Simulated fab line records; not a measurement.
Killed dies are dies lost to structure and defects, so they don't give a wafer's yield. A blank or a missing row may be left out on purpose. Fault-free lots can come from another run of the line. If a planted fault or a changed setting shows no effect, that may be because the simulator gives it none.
fab line records	flow nandHarc
[record] lots = 24	wafers = 72	lastDay = 25
route steps=1159 shown A_STAIRCASE@700 A_SGD_CUT@747 A_SLIT@790
lots that met no fault: from a run of the same line without faults
startH: hours from the record's first day to the start of the lot's first wafer shown	waitH: hours elapsed since this lot's preceding step	" repeats the value in the row above	L1.1+2: a single row standing in for several wafers	- no value, or no start was given	* or withheld: withheld	< > ~ a bound
route shown NAME@n: NAME is a module with steps in the file, n the number in the route of the first one	usual: mean/standard deviation of fault-free wafers	same: alike in all rows	chamber/n: place in a boat	sites: each site's reading	_std_site: how widely they spread, as a standard deviation	_edge_site: mean of outer sites minus mean of inner sites	radiusMm: for every site, how far away it sits from the centre of the wafer	mask NAME#n: copy n	behind: the most recent tool/chamber to have shaped the wafer	hold: cause of the lot's hold/its duration in hours/its outcome	device: which transistor (n, p or np) failed to switch	end of line: tests of these same wafers at the route's end	a step without rows: its recipe alone	killed: the dies lost at the first sort to structure and to defects; this is not the yield of the wafer	map: the dies of a wafer, with x for killed, . for not killed, _ for no die there
set.NAME: setting as actually run; set.NAME@STEP: the setting as run at that earlier step	model.NAME: the simulator's own value behind a step, which no gauge read
steps of the route over a sample of lots; a table a step, a row a wafer
services: from which hour (startH, from the record's first day; less than 0 if before it) a tool's chamber was out of use, for how many hours, and why
[[steps]]
[step NHARC_A_STAIRCASE_STRIP_476]
[recipe] timeS = 20	o2FlowSccm = 500	arFlowSccm = 0	biasW = 0	chemistry = O2
[usual] drypumpMotorCurrentA = 5.9/0.54	oesProductAu = 1.000/0.011	rfVppV = 57.6/0.77	showerheadPlenumPTorr = 3.50/0.11	throttleValvePct = 17.036/0.0089
lot.wafer	tool	chamber	startH	waitH	drypumpMotorCurrentA	oesProductAu	rfHoursCounterH	rfVppV	showerheadPlenumPTorr	throttleValvePct
L076.2	rieDiel-10	1	277.16	0.1	6.7	1.002	35	58.2	3.42	17.035
L076.1	"	0	"	"	5.5	1.018	37	57.4	3.63	17.050
L076.5	"	2	"	"	6.3	1.016	-	59.0	3.60	17.024
L075.2	rieDiel-05	1	281.21	0.1	5.3	1.000	38	57.9	3.37	17.036
L075.6	"	2	"	"	6.7	0.997	-	58.2	3.67	17.030
L075.5	"	3	"	"	5.7	0.989	-	55.9	3.40	17.027
L078.1	rieDiel-05	3	288.33	0.1	5.7	0.974	44	57.3	3.40	17.045
L078.4	"	1	"	"	5.3	1.007	38	57.1	3.37	17.029
L078.5	"	3	"	"	5.7	0.997	-	58.2	3.40	17.052
L074.3	rieDiel-10	0	289.64	0.1	5.5	0.998	38	56.9	3.63	17.026
L074.1	"	1	"	"	6.7	0.999	36	58.3	3.42	17.048
L074.4	"	2	"	"	6.2	1.005	37	58.2	3.60	17.041
L077.1	rieDiel-05	2	291.09	0.1	6.7	1.002	40	58.9	3.67	17.045
L077.6	"	0	"	"	5.9	0.997	-	56.6	3.45	17.038
L077.5	"	1	"	"	5.3	1.001	-	57.8	3.37	17.035
L079.1	rieDiel-10	1	294.10	0.3	6.7	1.002	38	58.1	3.42	17.038
L079.3	"	2	"	"	6.3	1.008	38	58.9	3.60	17.034
L079.5	"	3	"	"	5.2	1.001	-	56.4	3.39	17.040
L080.4	rieDiel-05	1	295.80	0.1	5.3	1.019	39	55.8	3.37	17.037
L080.6	"	1	"	"	5.3	1.000	-	58.3	3.37	17.045
L080.5	"	2	"	"	6.7	0.999	-	58.6	3.67	17.029
L081.2	rieDiel-05	2	298.71	0.1	6.7	0.984	43	59.1	3.67	17.026
L081.1	"	3	"	"	5.7	0.974	47	56.5	3.40	17.032
L081.4	"	0	"	"	5.9	0.990	47	56.5	3.45	17.062
L085.3	rieDiel-05	1	317.98	0.1	5.3	1.001	47	58.0	3.36	17.045
L085.2	"	3	"	"	5.7	0.989	53	57.9	3.39	17.035
L085.6	"	0	"	"	5.9	0.995	-	57.5	3.45	17.047
L082.2	rieDiel-05	3	320.19	0.1	5.7	0.988	54	57.1	3.39	17.048
L082.6	"	2	"	"	6.7	0.998	-	56.7	3.66	17.034
L082.5	"	3	"	"	5.7	0.997	-	58.0	3.39	17.035
L083.1	rieDiel-06	1	321.58	0.1	5.7	1.002	27	57.0	3.51	17.044
L083.4	"	2	"	"	5.4	0.997	26	57.8	3.43	17.040
L083.5	"	1	"	"	5.7	0.999	-	59.7	3.51	17.043
L084.1	rieDiel-10	1	324.82	0.1	6.7	0.997	49	57.6	3.42	17.036
L084.3	"	3	"	"	5.2	1.003	55	56.8	3.39	17.027
L084.6	"	1	"	"	6.7	1.007	-	59.1	3.42	17.030
L087.4	rieDiel-10	3	338.23	0.1	5.2	0.995	61	58.5	3.38	17.049
L087.2	"	2	"	"	6.3	1.017	57	57.9	3.59	17.035
L087.5	"	3	"	"	5.2	0.996	-	56.5	3.38	17.035
L086.2	rieDiel-10	3	338.80	0.1	5.2	1.000	61	57.3	3.38	17.035
L086.4	"	1	"	"	6.7	1.005	54	57.1	3.41	17.043
L086.3	"	2	"	"	6.2	1.025	57	57.5	3.59	17.027
L088.3	rieDiel-06	2	346.43	0.6	5.4	0.996	38	56.7	3.43	17.032
L088.5	"	1	"	"	5.7	0.996	-	57.7	3.50	17.039
L088.6	"	2	"	"	5.4	0.991	-	57.5	3.42	17.039
L090.3	rieDiel-06	3	355.33	0.3	6.1	1.001	44	56.6	3.58	17.046
L090.1	"	1	"	"	5.7	1.006	40	58.3	3.50	17.045
L090.6	"	2	"	"	5.5	0.991	-	58.2	3.42	17.037
L089.4	rieDiel-06	1	358.46	0.1	5.8	1.008	42	57.6	3.50	17.037
L089.1	"	3	"	"	6.1	1.011	47	58.5	3.58	17.035
L089.6	"	1	"	"	5.7	0.987	-	57.8	3.50	17.040
L092.2	rieDiel-05	0	377.67	0.1	5.9	0.984	13	56.6	3.43	17.041
L092.5	"	2	"	"	6.7	0.995	-	58.9	3.66	17.033
L092.6	"	3	"	"	5.7	0.985	-	57.3	3.38	17.044
L091.4	rieDiel-10	0	381.98	0.1	5.5	1.023	7	57.6	3.61	17.050
L091.5	"	1	"	"	6.7	1.006	-	55.8	3.41	17.038
L091.6	"	2	"	"	6.3	1.006	-	58.2	3.59	17.043
L093.1	rieDiel-10	2	382.46	0.1	6.3	1.003	6	57.6	3.58	17.028
L093.3	"	0	"	"	5.5	1.014	7	58.0	3.62	17.025
L093.5	"	2	"	"	6.2	1.003	-	57.4	3.58	17.046
L095.2	rieDiel-06	0	385.80	0.1	6.2	0.998	56	57.8	3.57	17.032
L095.1	"	1	"	"	5.7	1.003	51	57.1	3.49	17.038
L095.6	"	3	"	"	6.1	1.005	-	58.5	3.58	17.030
L096.4	rieDiel-10	3	389.77	0.1	5.2	0.988	10	57.4	3.38	17.034
L096.5	"	0	"	"	5.5	1.038	-	57.6	3.61	17.044
L096.6	"	1	"	"	6.7	1.000	-	57.6	3.41	17.033
L094.2	rieDiel-10	0	390.45	0.1	5.5	1.022	10	56.4	3.61	17.026
L094.3	"	1	"	"	6.7	1.000	8	57.1	3.41	17.026
L094.4	"	2	"	"	6.2	1.018	8	57.8	3.58	17.059
L097.2	rieDiel-10	1	414.81	0.1	6.7	1.000	12	58.3	3.41	17.037
L097.5	"	3	"	"	5.2	1.000	-	57.0	3.37	17.031
L097.6	"	1	"	"	6.7	1.001	-	57.2	3.41	17.024
[step NHARC_A_STAIRCASE_ETCH_444]
[recipe] targetDepthA = 1.02e+05	timeS = 3400	c4f8FlowSccm = 20	o2FlowSccm = 10	arFlowSccm = withheld	rfW = 600	biasW = 1000	chemistry = C4F8/O2
[usual] oesProductAu = 0.929/0.014	rfFwdPowerW = 600.1/1.7	rfVppV = 805/3.4
lot.wafer	tool	chamber	startH	waitH	oesProductAu	rfFwdPowerW	rfHoursCounterH	rfVppV
L074.1	rieDiel-05	0	321.91	0.3	0.916	600.6	55	804
L074.3	"	1	"	"	0.923	599.3	49	801
L074.4	"	2	"	"	0.923	602.2	51	813
L075.2	rieDiel-06	0	322.15	0.3	0.915	601.9	30	808
L075.6	"	3	"	"	0.927	600.6	-	809
L075.5	"	0	"	"	0.934	598.1	-	810
L077.1	rieDiel-05	1	323.51	0.4	0.934	601.5	50	801
L077.5	"	0	"	"	0.915	598.3	-	804
L077.6	"	1	"	"	0.929	599.3	-	803
L078.4	rieDiel-10	3	323.77	1.9	0.916	599.8	54	802
L078.1	"	0	"	"	0.926	603.3	53	810
L078.5	"	2	"	"	0.943	598.5	-	809
L076.2	rieDiel-06	1	323.84	2.0	0.924	598.8	28	807
L076.1	"	3	"	"	0.931	597.6	31	809
L076.5	"	2	"	"	0.921	599.0	-	804
L081.4	rieDiel-05	0	331.84	0.1	0.919	600.1	62	804
L081.2	"	2	"	"	0.912	599.1	56	811
L081.1	"	3	"	"	0.919	598.2	60	803
L079.1	rieDiel-10	2	331.97	0.2	0.945	599.3	54	808
L079.3	"	3	"	"	0.923	600.2	58	802
L079.5	"	2	"	"	0.943	597.2	-	809
L080.4	rieDiel-06	0	332.87	0.5	0.923	600.4	35	809
L080.5	"	2	"	"	0.928	600.0	-	804
L080.6	"	3	"	"	0.925	602.6	-	809
L082.2	rieDiel-06	1	356.00	0.5	0.926	600.5	40	806
L082.6	"	3	"	"	0.938	599.3	-	808
L082.5	"	0	"	"	0.925	601.3	-	809
L085.2	rieDiel-05	3	356.52	0.5	0.913	599.8	3	802
L085.3	"	0	"	"	0.913	600.5	3	805
L085.6	"	1	"	"	0.916	601.7	-	802
L083.1	rieDiel-06	3	356.95	1.5	0.932	604.0	46	807
L083.4	"	1	"	"	0.923	600.8	41	804
L083.5	"	3	"	"	0.929	600.0	-	809
L084.3	rieDiel-06	0	368.32	0.1	0.929	599.0	51	809
L084.1	"	1	"	"	0.934	596.2	46	806
L084.6	"	1	"	"	0.933	599.7	-	804
L086.2	rieDiel-10	3	377.86	0.1	0.933	601.7	5	803
L086.4	"	1	"	"	0.947	603.1	4	802
L086.3	"	2	"	"	0.950	604.7	4	808
L087.4	rieDiel-05	1	378.04	0.1	0.968	602.1	14	801
L087.2	"	3	"	"	0.942	600.7	14	802
L087.5	"	2	"	"	0.950	595.8	-	810
L088.3	rieDiel-05	0	389.25	0.5	0.969	597.3	17	803
L088.5	"	2	"	"	0.958	600.5	-	812
L088.6	"	3	"	"	0.959	599.4	-	800
L089.1	rieDiel-06	1	400.55	0.3	0.930	601.5	56	805
L089.4	"	0	"	"	0.915	599.3	61	809
L089.6	"	1	"	"	0.929	603.6	-	807
L090.3	rieDiel-05	2	400.99	0.5	0.952	602.6	12	811
L090.1	"	3	"	"	0.929	597.3	21	802
L090.6	"	1	"	"	0.936	600.8	-	800
L092.2	rieDiel-05	0	417.08	0.3	0.917	599.8	25	804
L092.5	"	3	"	"	0.914	599.8	-	802
L092.6	"	0	"	"	0.917	599.8	-	802
L093.1	rieDiel-10	0	417.36	0.4	0.944	599.4	18	809
L093.3	"	1	"	"	0.918	602.3	13	803
L093.5	"	1	"	"	0.918	598.7	-	802
L091.4	rieDiel-06	0	418.04	0.9	0.925	602.2	66	808
L091.5	"	1	"	"	0.933	602.5	-	806
L091.6	"	2	"	"	0.933	599.4	-	803
L094.2	rieDiel-10	1	421.91	0.1	0.932	598.5	17	803
L094.3	"	3	"	"	0.924	602.1	19	801
L094.4	"	0	423.51	1.7	0.938	599.6	-	808
L095.2	rieDiel-05	0	422.16	0.6	0.923	601.6	29	804
L095.1	"	1	"	"	0.921	597.7	30	802
L095.6	"	2	"	"	0.927	594.6	-	811
L096.4	rieDiel-10	0	425.26	3.4	0.952	597.5	-	809
L096.5	"	3	"	"	0.915	602.1	-	801
L096.6	"	0	"	"	0.941	598.1	-	809
L097.2	rieDiel-05	1	447.23	0.6	0.927	599.7	42	802
L097.5	"	3	"	"	0.914	600.9	-	801
L097.6	"	0	"	"	0.924	600.6	-	803
[step NHARC_A_SGD_CUT_DEP_00]
[recipe] targetThkA = 500	tempC = 400	targetThkNm = 50	flowSccm = 200	rfW = 450	material = SiNx
[usual] heaterPowerOuterW = 423/68	heaterPowerW = 722/70	rfFwdPowerW = 448.4/1.4
lot.wafer	tool	chamber	startH	waitH	heaterPowerOuterW	heaterPowerW	rfFwdPowerW
L074.3	pecvd-03	1	326.75	0.1	355	656	447.1
L074.1	"	2	"	"	394	728	446.2
L074.4	"	0	"	"	350	700	447.9
L075.2	pecvd-01	0	327.20	0.1	520	787	449.5
L075.5	"	2	"	"	485	744	448.2
L075.6	"	0	"	"	518	800	448.1
L077.1	pecvd-01	2	328.43	0.1	463	731	449.7
L077.5	"	1	"	"	439	769	446.3
L077.6	"	0	"	"	477	729	447.3
L078.1	pecvd-03	2	328.73	0.1	365	694	450.2
L078.5	"	2	"	"	360	708	450.6
L078.4	"	1	"	"	375	679	446.9
L076.1	pecvd-02	2	328.92	0.1	366	678	447.1
L076.2	"	1	"	"	540	835	446.9
L076.5	"	0	"	"	452	715	449.2
L081.2	pecvd-01	1	336.96	0.2	420	748	448.0
L081.1	"	2	"	"	519	800	450.1
L081.4	"	0	"	"	536	797	447.9
L079.3	pecvd-01	0	337.13	0.1	469	725	449.3
L079.1	"	2	"	"	458	732	445.3
L079.5	"	2	"	"	462	727	448.1
L080.4	pecvd-03	1	337.51	0.1	354	647	449.0
L080.5	"	2	"	"	388	708	447.7
L080.6	"	0	"	"	315	634	450.8
L082.2	pecvd-02	0	360.88	0.1	434	700	447.7
L082.6	"	1	"	"	582	864	448.0
L082.5	"	2	"	"	330	625	450.3
L085.3	pecvd-03	2	361.76	0.1	341	658	448.7
L085.2	"	1	"	"	343	624	445.6
L085.6	"	2	"	"	337	677	450.5
L083.1	pecvd-02	2	362.14	0.1	353	635	448.8
L083.4	"	1	"	"	556	905	447.7
L083.5	"	2	"	"	349	635	448.0
L084.3	pecvd-02	1	373.59	0.1	530	877	448.6
L084.1	"	2	"	"	352	661	450.3
L084.6	"	0	"	"	466	746	451.6
L086.2	pecvd-01	1	383.82	0.3	399	707	447.7
L086.4	"	0	"	"	532	818	447.2
L086.3	"	1	"	"	405	733	446.4
L087.2	pecvd-03	1	384.05	0.2	374	658	447.2
L087.4	"	2	"	"	395	739	448.4
L087.5	"	0	"	"	360	704	447.0
L088.3	pecvd-01	1	393.85	0.1	369	677	449.9
L088.6	"	0	"	"	476	712	446.9
L088.5	"	1	"	"	370	669	449.6
L090.1	pecvd-01	0	405.48	0.1	477	712	448.5
L090.3	"	2	"	"	516	814	447.8
L090.6	"	1	"	"	417	735	447.8
L089.1	pecvd-01	1	405.70	0.2	403	731	446.2
L089.4	"	2	"	"	507	786	449.3
L089.6	"	0	"	"	468	731	446.5
L092.2	pecvd-03	2	422.04	0.1	364	702	448.2
L092.6	"	2	"	"	374	680	448.8
L092.5	"	0	"	"	406	775	448.7
L091.6	pecvd-03	2	422.43	0.1	393	742	449.2
L091.4	"	0	"	"	409	752	447.6
L091.5	"	1	"	"	324	602	450.0
L093.3	pecvd-02	2	422.59	0.1	373	684	448.8
L093.1	"	0	"	"	458	729	451.2
L093.5	"	2	"	"	367	672	448.0
L095.1	pecvd-02	1	427.40	0.1	448	730	451.5
L095.2	"	2	"	"	347	621	448.6
L095.6	"	1	"	"	445	735	449.3
L094.3	pecvd-03	0	428.01	0.1	404	764	447.3
L094.2	"	1	"	"	332	651	450.4
L094.4	"	2	"	"	387	710	450.4
L096.6	pecvd-02	0	430.31	0.1	413	647	450.0
L096.4	"	1	"	"	521	832	450.1
L096.5	"	2	"	"	364	655	448.8
L097.2	pecvd-02	1	451.91	0.1	578	912	447.6
L097.5	"	2	"	"	320	597	446.3
L097.6	"	0	"	"	456	730	448.3
[step NHARC_A_SGD_CUT_INSPECT_25]
[usual] rawDefectCount = 295/85
lot.wafer	tool	chamber	startH	waitH	rawDefectCount
L076.1	defectInspect-01	-	334.28	-	289
L076.2	"	-	"	"	331
L076.5	"	-	"	"	377
L075.2	defectInspect-02	-	334.33	-	269
L075.5	"	-	"	"	210
L075.6	"	-	"	"	324
L077.1	defectInspect-01	-	334.37	-	241
L077.5	"	-	"	"	185
L077.6	"	-	"	"	243
L078.1	defectInspect-02	-	334.39	-	260
L078.4	"	-	"	"	258
L078.5	"	-	"	"	394
L074.1	defectInspect-01	-	334.41	-	231
L074.3	"	-	"	"	154
L074.4	"	-	"	"	215
L081.1	defectInspect-01	-	344.05	-	203
L081.2	"	-	"	"	207
L081.4	"	-	"	"	267
L079.1	defectInspect-02	-	344.05	-	257
L079.3	"	-	"	"	283
L079.5	"	-	"	"	320
L080.4	defectInspect-01	-	344.06	-	364
L080.5	"	-	"	"	371
L080.6	"	-	"	"	375
L085.2	defectInspect-01	-	368.50	-	215
L085.3	"	-	"	"	219
L085.6	"	-	"	"	288
L082.2	defectInspect-02	-	368.51	-	285
L082.5	"	-	"	"	340
L082.6	"	-	"	"	267
L083.1	defectInspect-01	-	368.65	-	356
L083.4	"	-	"	"	359
L083.5	"	-	"	"	309
L084.1	defectInspect-01	-	383.50	-	344
L084.3	"	-	"	"	264
L084.6	"	-	"	"	385
L087.2	defectInspect-02	-	394.47	-	430
L087.4	"	-	"	"	349
L087.5	"	-	"	"	267
L086.2	defectInspect-01	-	394.51	0.1	234
L086.3	"	-	"	"	326
L086.4	"	-	"	"	429
L088.3	defectInspect-01	-	400.93	-	442
L088.5	"	-	"	"	329
L088.6	"	-	"	"	324
L089.1	defectInspect-02	-	418.74	-	261
L089.4	"	-	"	"	248
L089.6	"	-	"	"	189
L090.1	defectInspect-01	-	418.79	-	629
L090.3	"	-	"	"	399
L090.6	"	-	"	"	257
L092.2	defectInspect-01	-	430.87	-	241
L092.5	"	-	"	"	160
L092.6	"	-	"	"	180
L093.1	defectInspect-02	-	430.87	-	281
L093.3	"	-	"	"	293
L093.5	"	-	"	"	409
L091.4	defectInspect-02	-	431.11	-	341
L091.5	"	-	"	"	288
L091.6	"	-	"	"	320
L094.2	defectInspect-01	-	434.62	-	224
L094.3	"	-	"	"	287
L094.4	"	-	"	"	342
L095.1	defectInspect-02	-	434.64	-	262
L095.2	"	-	"	"	257
L095.6	"	-	"	"	255
L096.4	defectInspect-02	-	437.34	-	199
L096.5	"	-	"	"	273
L096.6	"	-	"	"	220
L097.2	defectInspect-01	-	459.20	-	242
L097.5	"	-	"	"	313
L097.6	"	-	"	"	215
[step NHARC_A_SLIT_CD_MEAS_09]
[recipe] targetCdNm = 300	landingEnergyEv = 500
[usual] cdNm = 299.8/0.52
lot.wafer	tool	chamber	startH	waitH	cdNm
L075.2	cdSem-01	0	337.52	-	299.9
L075.5	"	0	"	"	299.9
L075.6	"	0	"	"	299.7
L076.1	cdSem-01	0	338.03	-	300.0
L076.2	"	0	"	"	300.4
L076.5	"	0	"	"	299.9
L077.1	cdSem-01	0	339.60	-	299.6
L077.5	"	0	"	"	299.4
L077.6	"	0	"	"	300.0
L078.1	cdSem-01	0	339.95	-	300.0
L078.4	"	0	"	"	300.7
L078.5	"	0	"	"	300.1
L074.1	cdSem-01	0	340.40	-	299.4
L074.3	"	0	"	"	299.1
L074.4	"	0	"	"	298.5
L081.1	cdSem-02	0	347.15	-	299.6
L081.2	"	0	"	"	299.4
L081.4	"	0	"	"	299.7
L079.1	cdSem-02	0	348.92	-	299.7
L079.3	"	0	"	"	300.7
L079.5	"	0	"	"	299.9
L080.4	cdSem-01	0	349.11	-	300.9
L080.5	"	0	"	"	299.9
L080.6	"	0	"	"	299.4
L082.2	cdSem-03	0	371.60	-	299.2
L082.5	"	0	"	"	299.7
L082.6	"	0	"	"	299.3
L085.2	cdSem-02	0	372.74	-	300.2
L085.3	"	0	"	"	299.2
L085.6	"	0	"	"	299.3
L083.1	cdSem-02	0	373.01	-	299.7
L083.4	"	0	"	"	299.6
L083.5	"	0	"	"	300.5
L084.1	cdSem-01	0	386.87	-	300.2
L084.3	"	0	"	"	299.9
L084.6	"	0	"	"	300.0
L087.2	cdSem-03	0	397.84	-	299.7
L087.4	"	0	"	"	299.8
L087.5	"	0	"	"	299.3
L086.2	cdSem-02	0	399.45	-	299.8
L086.3	"	0	"	"	300.0
L086.4	"	0	"	"	300.0
L088.3	cdSem-03	0	404.35	-	299.8
L088.5	"	0	"	"	300.2
L088.6	"	0	"	"	300.2
L089.1	cdSem-03	0	421.77	-	299.5
L089.4	"	0	"	"	299.4
L089.6	"	0	"	"	299.5
L090.1	cdSem-02	0	421.94	-	300.4
L090.3	"	0	"	"	299.8
L090.6	"	0	"	"	299.7
L092.2	cdSem-01	0	433.97	-	299.4
L092.5	"	0	"	"	299.7
L092.6	"	0	"	"	299.4
L093.1	cdSem-01	0	435.02	-	300.5
L093.3	"	0	"	"	301.2
L093.5	"	0	"	"	299.5
L091.4	cdSem-03	0	436.09	-	299.7
L091.5	"	0	"	"	299.3
L091.6	"	0	"	"	299.8
L094.2	cdSem-03	0	440.74	-	298.4
L094.3	"	0	"	"	299.0
L094.4	"	0	"	"	298.8
L095.1	cdSem-03	0	441.10	-	299.7
L095.2	"	0	"	"	300.9
L095.6	"	0	"	"	300.7
L096.4	cdSem-01	0	444.74	-	299.5
L096.5	"	0	"	"	299.2
L096.6	"	0	"	"	300.4
L097.2	cdSem-01	0	462.90	-	299.8
L097.5	"	0	"	"	299.6
L097.6	"	0	"	"	299.9
[step NHARC_A_SLIT_DESCUM_14]
[recipe] timeS = 3	o2FlowSccm = 200	arFlowSccm = 0	biasPowerW = 0	chemistry = O2
[usual] drypumpMotorCurrentA = 5.9/0.36	oesProductAu = 1.000/0.0096	rfVppV = 57.8/0.82	showerheadPlenumPTorr = 1.95/0.069	throttleValvePct = 11.312/0.0088
lot.wafer	tool	chamber	startH	waitH	drypumpMotorCurrentA	oesProductAu	rfHoursCounterH	rfVppV	showerheadPlenumPTorr	throttleValvePct
L075.2	rieDiel-11	0	337.73	0.1	6.0	1.007	8	58.9	1.97	11.309
L075.5	"	1	"	"	6.1	0.991	-	58.4	1.93	11.317
L075.6	"	2	"	"	6.5	1.012	-	56.3	1.91	11.311
L076.1	rieDiel-01	2	338.24	0.1	5.9	0.994	0	56.3	1.99	11.323
L076.2	"	0	"	"	6.1	1.015	0	57.4	1.81	11.302
L076.5	"	2	"	"	6.0	1.003	-	57.2	1.99	11.302
L077.1	rieDiel-01	3	339.81	0.1	5.6	0.991	1	58.3	1.94	11.329
L077.6	"	0	"	"	6.0	1.004	-	56.9	1.81	11.312
L077.5	"	1	"	"	6.1	1.025	-	57.8	2.04	11.304
L078.1	rieDiel-07	1	340.14	0.1	5.2	0.996	6	56.8	2.05	11.299
L078.4	"	2	"	"	5.5	1.001	5	57.9	1.95	11.303
L078.5	"	2	"	"	5.5	1.013	-	57.6	1.95	11.313
L074.1	rieDiel-11	3	340.58	0.1	5.8	0.991	9	57.9	1.97	11.311
L074.4	"	0	"	"	6.0	0.997	9	58.6	1.97	11.317
L074.3	"	2	"	"	6.5	1.003	8	57.8	1.90	11.321
L081.1	rieDiel-11	2	347.35	0.1	6.6	1.000	8	59.4	1.90	11.297
L081.4	"	3	"	"	5.8	0.994	9	57.3	1.97	11.306
L081.2	"	0	"	"	6.0	1.002	9	56.4	1.97	11.322
L079.3	rieDiel-01	3	349.13	0.1	5.6	0.995	2	58.0	1.94	11.298
L079.1	"	2	"	"	5.9	1.005	2	57.7	1.99	11.323
L079.5	"	0	"	"	6.1	1.013	-	56.9	1.81	11.310
L080.4	rieDiel-07	0	349.29	0.1	5.4	0.986	8	58.5	1.94	11.302
L080.5	"	0	"	"	5.4	0.986	-	58.4	1.94	11.302
L080.6	"	1	"	"	5.2	1.005	-	59.9	2.05	11.320
L082.2	rieDiel-07	3	371.80	0.1	6.3	1.001	10	58.8	1.91	11.308
L082.5	"	2	"	"	5.6	1.009	-	57.4	1.95	11.312
L082.6	"	3	"	"	6.3	1.007	-	58.8	1.91	11.325
L085.2	rieDiel-07	0	372.94	0.1	5.4	0.995	11	57.1	1.94	11.313
L085.3	"	1	"	"	5.2	0.991	10	59.0	2.05	11.312
L085.6	"	3	"	"	6.3	1.012	-	56.1	1.91	11.310
L083.1	rieDiel-01	3	373.20	0.1	5.6	1.002	3	58.0	1.94	11.304
L083.4	"	2	"	"	5.9	0.998	3	59.0	1.99	11.303
L083.5	"	3	"	"	5.6	0.993	-	58.1	1.94	11.325
L084.3	rieDiel-01	2	387.07	0.1	5.9	1.000	4	56.6	1.99	11.313
L084.1	"	0	"	"	6.1	1.000	5	57.2	1.81	11.322
L084.6	"	1	"	"	6.1	1.000	-	58.6	2.04	11.309
L087.2	rieDiel-01	0	398.04	0.1	6.0	0.988	6	58.1	1.81	11.313
L087.5	"	3	"	"	5.6	0.989	-	57.3	1.94	11.285
L087.4	"	0	"	"	6.1	0.980	-	57.5	1.81	11.320
L086.2	rieDiel-01	3	399.63	0.1	5.6	1.000	6	57.2	1.94	11.308
L086.3	"	0	"	"	6.1	1.002	7	57.1	1.81	11.310
L086.4	"	3	"	"	5.6	1.005	-	58.7	1.94	11.315
L088.3	rieDiel-07	3	404.57	0.1	6.3	1.014	12	59.1	1.91	11.306
L088.6	"	0	"	"	5.4	0.985	-	58.2	1.94	11.311
L088.5	"	1	"	"	5.2	0.991	-	57.9	2.05	11.317
L089.1	rieDiel-11	1	421.96	0.1	6.1	0.980	2	57.9	1.93	11.312
L089.4	"	3	"	"	5.8	0.999	2	57.8	1.97	11.303
L089.6	"	1	"	"	6.1	0.977	-	58.1	1.93	11.317
L090.3	rieDiel-07	3	422.13	0.1	6.3	1.009	0	58.1	1.91	11.319
L090.1	"	0	"	"	5.4	1.000	0	57.6	1.94	11.312
L090.6	"	2	"	"	5.6	1.006	-	57.9	1.95	11.311
L092.2	rieDiel-01	1	434.17	0.1	6.1	1.002	8	58.3	2.04	11.307
L092.5	"	3	"	"	5.6	1.002	-	58.6	1.94	11.311
L092.6	"	0	"	"	6.1	0.992	-	57.3	1.81	11.310
L093.1	rieDiel-07	1	435.22	0.1	5.2	0.993	1	58.0	2.05	11.310
L093.3	"	2	"	"	5.6	1.002	1	57.2	1.95	11.302
L093.5	"	2	"	"	5.6	0.999	-	58.2	1.95	11.302
L091.4	rieDiel-01	0	436.27	0.1	6.1	0.995	9	57.1	1.81	11.316
L091.5	"	3	"	"	5.6	0.991	-	58.1	1.94	11.315
L091.6	"	0	"	"	6.1	0.984	-	56.6	1.81	11.311
L094.3	rieDiel-07	2	440.92	0.1	5.6	1.005	2	58.1	1.95	11.327
L094.4	"	3	"	"	6.3	1.010	2	56.9	1.91	11.320
L094.2	"	0	"	"	5.4	1.009	2	57.8	1.94	11.318
L095.2	rieDiel-11	2	441.30	0.1	6.5	0.995	3	57.0	1.90	11.296
L095.1	"	3	"	"	5.8	1.003	4	57.4	1.97	11.310
L095.6	"	1	"	"	6.1	0.988	-	57.6	1.93	11.307
L096.4	rieDiel-01	3	444.94	0.1	5.6	0.990	10	58.0	1.94	11.310
L096.6	"	2	"	"	5.9	0.999	-	57.6	1.99	11.316
L096.5	"	3	"	"	5.6	0.999	-	59.1	1.94	11.328
L097.2	rieDiel-01	1	463.08	0.1	6.1	1.021	11	57.7	2.04	11.324
L097.5	"	1	"	"	6.1	1.017	-	58.7	2.04	11.311
L097.6	"	2	"	"	5.9	1.004	-	56.8	1.99	11.309
[[services]]
tool	chamber	startH	hours	kind
rieDiel-01	2	255.05	23.7	repair
pecvd-01	1	256.58	26.1	repair
rieDiel-05	0	278.79	4.6	repair
pecvd-03	-	292.23	13.0	pm
rieDiel-01	3	310.21	17.1	repair
rieDiel-01	-	314.81	9.0	pm
pecvd-02	-	323.35	0.2	repair
pecvd-02	-	334.00	13.0	pm
rieDiel-05	-	341.57	9.0	pm
pecvd-02	-	348.18	0.7	repair
rieDiel-10	-	353.50	9.0	pm
rieDiel-05	2	356.08	19.8	repair
rieDiel-01	2	365.97	2.5	repair
pecvd-03	1	366.30	12.8	repair
rieDiel-07	2	380.41	4.0	repair
rieDiel-01	2	395.12	9.2	repair
rieDiel-10	3	398.31	5.8	repair
rieDiel-10	1	399.69	8.5	repair
rieDiel-01	2	416.40	4.7	repair
rieDiel-01	-	416.71	0.8	repair
rieDiel-06	-	418.74	9.0	pm
rieDiel-01	-	420.57	4.6	repair
rieDiel-10	1	423.64	45.3	repair
rieDiel-10	0	436.05	3.7	repair
[[key]]
fault none
